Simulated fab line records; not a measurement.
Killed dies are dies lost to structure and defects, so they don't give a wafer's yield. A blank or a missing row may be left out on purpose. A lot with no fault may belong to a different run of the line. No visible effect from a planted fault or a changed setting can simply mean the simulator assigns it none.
fab line records	flow nand-harc	part 2 of 2: steps 28 to 41 of 41
[record] lots = 5	wafers = 15	last-day = 33
route steps=1302 shown A_CONTACT@1102 A_BLC@1107 A_M0@1137
lots that met no fault: taken from a fault-free run of the same line
start-h: hours from the record's opening day to when the first of the lot's shown wafers began	wait-h: hours elapsed since this lot's preceding step	" unchanged from the row above	L1.1+2: a row that stands for several wafers	- value missing, or start not given	* or withheld: withheld	< > ~ a bound
route shown NAME@n: names a module that has steps shown in the file, with the first one's number in the route	usual: the fault-free wafers' mean and standard deviation	same: alike in all rows	chamber/n: place in a boat	sites: readings site by site	_std_site: the standard deviation of these	_edge_site: the outer-site mean with the inner-site mean subtracted	radius-mm: how far each site lies from the wafer's centre	mask NAME#n: copy n	behind: the last tool/chamber to shape the wafer	hold: reason for holding the lot/hours on hold/outcome of the hold	device: which transistor (n, p or np) failed to switch	end of line: the tests these same wafers got at the end of their route	a step without rows: its recipe alone	killed: count of dies lost to structure and defects at first sort (not the wafer's yield)	map: a wafer's dies, x killed, . not, _ none there
set.NAME: the setting as run; set.NAME@STEP: as run at that earlier step	model.NAME: the simulator's own value behind a step, which no gauge read
certain route steps with their lots: each step a table, each wafer a row
services: the hour from which a tool's chamber was out of use, counted from the record's first day as start-h (under 0 if before that day), plus the number of hours and why
[[steps]]
[step NHARC_A_BLC_PVD_32]
[recipe] target-thk-a = 50	chamber-pressure-pa = 5	power-w = 5000	substrate-temp-c = 200	time-s = 17.7	material = Ti
[usual] cathode-dc-power-W = 5000.1/0.85	substrate-temp-c = 200.02/0.13	throttle-valve-pct = 29.8/0.96
lot.wafer	tool	chamber	start-h	wait-h	cathode-dc-power-W	substrate-temp-c	throttle-valve-pct
L074.4	pvd-sputter-02	-	-	-	5000.8	200.04	30.1
L074.5	"	-	"	"	4999.9	199.96	30.9
L074.6	"	-	"	"	4999.1	200.10	30.7
L077.2	pvd-sputter-03	-	-	-	5000.2	200.00	29.8
L077.3	"	-	"	"	4998.2	200.00	30.1
L077.1	"	-	"	"	4998.2	199.98	28.8
L085.2	pvd-sputter-02	-	-	-	5000.3	200.07	30.2
L085.1	"	-	"	"	5000.2	199.71	29.9
L085.5	"	-	"	"	5000.9	200.21	30.2
L086.1	pvd-sputter-02	-	-	-	4999.9	200.30	30.7
L086.2	"	-	"	"	5000.7	199.73	29.9
L086.3	"	-	"	"	5000.3	199.83	30.6
L096.1	pvd-sputter-01	-	-	-	4998.2	199.81	29.2
L096.2	"	-	"	"	4999.5	200.27	30.2
L096.3	"	-	"	"	5000.0	199.74	30.9
[step NHARC_A_BLC_ALD_23]
[recipe] target-thk-a = 30	pulse-time-s = 1	ald-cycles = 150	temp-c = 450	material = TiN
[usual] heater-power-w = 1062/130	precursor-pulse-height-rel = 1.001/0.021
lot.wafer	tool	chamber	start-h	wait-h	heater-power-w	precursor-pulse-height-rel
L074.4	ald-metal-04	3	533.37	-	933	1.000
L074.6	"	1	"	"	1279	0.987
L074.5	"	2	"	"	1168	0.956
L077.1	ald-metal-02	0	550.18	-	880	0.991
L077.2	"	2	"	"	944	0.987
L077.3	"	3	"	"	1168	0.971
L085.1	ald-metal-01	3	631.40	-	1038	0.963
L085.2	"	0	"	"	1020	0.991
L085.5	"	3	"	"	1102	1.015
L086.3	ald-metal-02	0	634.62	-	877	1.015
L086.2	"	1	"	"	1183	1.008
L086.1	"	3	"	"	1178	1.005
L096.2	ald-metal-01	1	735.06	-	941	1.008
L096.3	"	2	"	"	1080	0.996
L096.1	"	0	"	"	1025	0.990
[step NHARC_A_BLC_CVD_24]
[recipe] target-thk-a = 1500	temp-c = 300	pressure-torr = 40	wf6-flow-sccm = 40	h2-flow-sccm = 1600	ar-flow-sccm = 1560	time-s = 434	material = W
[usual] heater-power-w = 465/53	throttle-valve-pct = 7.9/0.32
lot.wafer	tool	chamber	start-h	wait-h	heater-power-w	throttle-valve-pct
L074.4	cvd-w-01	1	-	-	567	8.5
L074.5	"	1	"	"	558	8.7
L074.6	"	0	"	"	482	7.6
L077.1	cvd-w-02	1	-	-	393	8.4
L077.2	"	0	"	"	476	7.5
L077.3	"	1	"	"	400	8.0
L085.1	cvd-w-01	0	-	-	487	7.9
L085.2	"	1	"	"	549	8.0
L085.5	"	0	"	"	506	7.6
L086.2	cvd-w-01	1	-	-	547	8.1
L086.1	"	0	"	"	474	7.5
L086.3	"	1	"	"	547	8.4
L096.1	cvd-w-02	0	-	-	447	8.1
L096.2	"	1	"	"	399	8.4
L096.3	"	1	"	"	411	8.0
[step NHARC_A_BLC_CMP_25]
[recipe] t-overpolish-s = 30	target-thk-nm = 150
[usual] motor-current-A = 11.9/1.3	overpolish-run-s = 29.999/0.009	time-to-endpoint-s = 29.8/2.8
lot.wafer	tool	chamber	start-h	wait-h	motor-current-A	overpolish-run-s	time-to-endpoint-s
L074.4	cmp-01	2	534.11	0.4	10.8	29.997	27.3
L074.6	"	1	"	"	10.2	29.999	32.7
L074.5	"	2	"	"	10.7	29.998	30.5
L077.3	cmp-02	1	550.94	0.3	13.7	30.011	25.5
L077.2	"	2	"	"	12.6	29.989	30.1
L077.1	"	3	"	"	12.7	30.006	23.0
L085.2	cmp-02	2	632.16	0.4	12.4	29.997	33.1
L085.1	"	0	"	"	12.8	29.989	33.8
L085.5	"	1	"	"	12.7	29.994	29.0
L086.1	cmp-03	1	635.38	0.4	12.8	29.993	32.0
L086.2	"	2	"	"	13.3	30.006	31.9
L086.3	"	3	"	"	10.3	30.014	28.8
L096.2	cmp-02	1	735.79	0.4	13.3	30.010	29.5
L096.3	"	3	"	"	11.9	29.996	26.0
L096.1	"	0	"	"	12.7	29.996	40.2
[step NHARC_A_BLC_SRD_27]
lot.wafer	tool	chamber	start-h	wait-h
L074.5+4+6	wet-bench-03	4,5,0	534.41	0.0
L077.3+2+1	wet-bench-05	3,4,5	551.23	0.0
L085.1+2+5	wet-bench-05	3,5,6	632.46	0.0
L086.3+1+2	wet-bench-06	5,0,1	635.68	0.0
L096.1+2+3	wet-bench-05	4,0,1	736.12	0.0
[step NHARC_A_BLC_INSPECT_28]
[usual] raw-defect-count = 516/110
lot.wafer	tool	chamber	start-h	wait-h	raw-defect-count
L074.4	defect-inspect-01	-	534.49	0.1	499
L074.5	"	-	"	"	542
L074.6	"	-	"	"	846
L077.1	defect-inspect-02	-	551.32	0.1	625
L077.2	"	-	"	"	448
L077.3	"	-	"	"	758
L085.1	defect-inspect-01	-	632.54	0.1	607
L085.2	"	-	"	"	711
L085.5	"	-	"	"	532
L086.1	defect-inspect-01	-	635.75	0.1	521
L086.2	"	-	"	"	441
L086.3	"	-	"	"	507
L096.1	defect-inspect-02	-	736.20	0.1	398
L096.2	"	-	"	"	666
L096.3	"	-	"	"	549
[step NHARC_A_M0_DEP_00]
[recipe] target-thk-a = 1500	target-thk-nm = 150	temp-c = withheld	pressure-torr = 5	flow-sccm = 200	rf-w = 600	material = SiOC
lot.wafer	tool	chamber	start-h	wait-h
L074.4+6+5	pecvd-03	1,2,0	534.69	0.2
L077.1+2+3	pecvd-04	1,2,0	551.38	0.1
L085.1+2+5	pecvd-02	2,1,2	632.61	0.1
L086.2+1+3	pecvd-02	2,0,1	635.82	0.1
L096.1+3+2	pecvd-02	0,1,2	736.26	0.1
[step NHARC_A_M0_DEHYDRATE_01]
[recipe] temp-c = 150	time-s = 120
lot.wafer	tool	chamber	start-h	wait-h
L074.4+5+6	litho-track-01	0	534.96	-
L077.1+2+3	litho-track-04	0	551.79	-
L085.1+2+5	litho-track-04	0	633.15	0.5
L086.1+2+3	litho-track-06	0	636.23	-
L096.1+2+3	litho-track-04	0	736.67	-
[step NHARC_A_M0_HMDS_02]
[recipe] time-s = 30
lot.wafer	tool	chamber	start-h	wait-h
L074.4+5+6	litho-track-01	0	-	-
L077.1+2+3	litho-track-04	0	-	-
L085.1+2+5	litho-track-04	0	-	-
L086.1+2+3	litho-track-06	0	-	-
L096.1+2+3	litho-track-04	0	-	-
[step NHARC_A_M0_COAT_33]
[recipe] temp-c = 200	time-s = 65
lot.wafer	tool	chamber	start-h	wait-h
L074.4+5+6	litho-track-01	0	-	-
L077.1+2+3	litho-track-04	0	-	-
L085.1+2+5	litho-track-04	0	-	-
L086.1+2+3	litho-track-06	0	-	-
L096.1+2+3	litho-track-04	0	-	-
[step NHARC_A_M0_COAT_03]
[recipe] spin-rpm = 1500	resist-thk-nm = 90
lot.wafer	tool	chamber	start-h	wait-h
L074.4+5+6	litho-track-01	0	-	-
L077.1+2+3	litho-track-04	0	-	-
L085.1+2+5	litho-track-04	0	-	-
L086.1+2+3	litho-track-06	0	-	-
L096.1+2+3	litho-track-04	0	-	-
[step NHARC_A_M0_SOFTBAKE_04]
[recipe] temp-c = 105	time-s = 55
lot.wafer	tool	chamber	start-h	wait-h
L074.4+5+6	litho-track-01	0	-	-
L077.1+2+3	litho-track-04	0	-	-
L085.1+2+5	litho-track-04	0	-	-
L086.1+2+3	litho-track-06	0	-	-
L096.1+2+3	litho-track-04	0	-	-
[step NHARC_A_M0_EBR_05]
lot.wafer	tool	chamber	start-h	wait-h
L074.4+5+6	litho-track-01	0	-	-
L077.1+2+3	litho-track-04	0	-	-
L085.1+2+5	litho-track-04	0	-	-
L086.1+2+3	litho-track-06	0	-	-
L096.1+2+3	litho-track-04	0	-	-
[step NHARC_A_M0_EXPOSE_06]
[recipe] na = 1.35	target-cd-nm = 80	dose-mj = 83.25	mask-id = A_M0
lot.wafer	tool	chamber	start-h	wait-h	mask
L074.4+5+6	arfi-scanner-01	0	535.14	-	A_M0#0
L077.1+2+3	arfi-scanner-02	0	552.08	-	A_M0#0
L085.1+2+5	arfi-scanner-02	0	633.44	-	A_M0#0
L086.1+2+3	arfi-scanner-02	0	636.39	-	A_M0#0
L096.1+2+3	arfi-scanner-02	0	736.96	-	A_M0#0
[[services]]
tool	chamber	start-h	hours	kind
arfi-scanner-02	-	508.65	2.1	repair
litho-track-06	-	529.00	7.0	pm
cvd-w-01	-	547.47	13.0	pm
rie-diel-06	1	549.50	4.9	repair
litho-track-04	-	553.00	7.0	pm
rie-diel-06	0	553.39	3.6	repair
rie-diel-03	0	611.64	5.7	repair
rie-diel-06	1	620.48	5.6	repair
rie-diel-03	1	622.36	2.9	repair
rie-diel-03	-	635.62	9.0	pm
pvd-sputter-02	-	638.03	10.0	pm
rie-diel-03	-	645.74	0.5	repair
rie-diel-06	-	661.20	9.0	pm
litho-track-01	-	680.00	7.0	pm
rie-diel-06	3	681.43	21.8	repair
rie-diel-06	-	684.40	1.1	repair
rie-diel-03	-	694.69	0.5	repair
cvd-w-01	1	703.57	9.5	repair
litho-track-06	-	704.00	7.0	pm
rie-diel-06	3	715.24	4.3	repair
rie-diel-06	0	719.72	13.9	repair
litho-track-04	-	728.00	7.0	pm
cvd-w-01	-	728.47	13.0	pm
rie-diel-03	0	733.12	6.5	repair
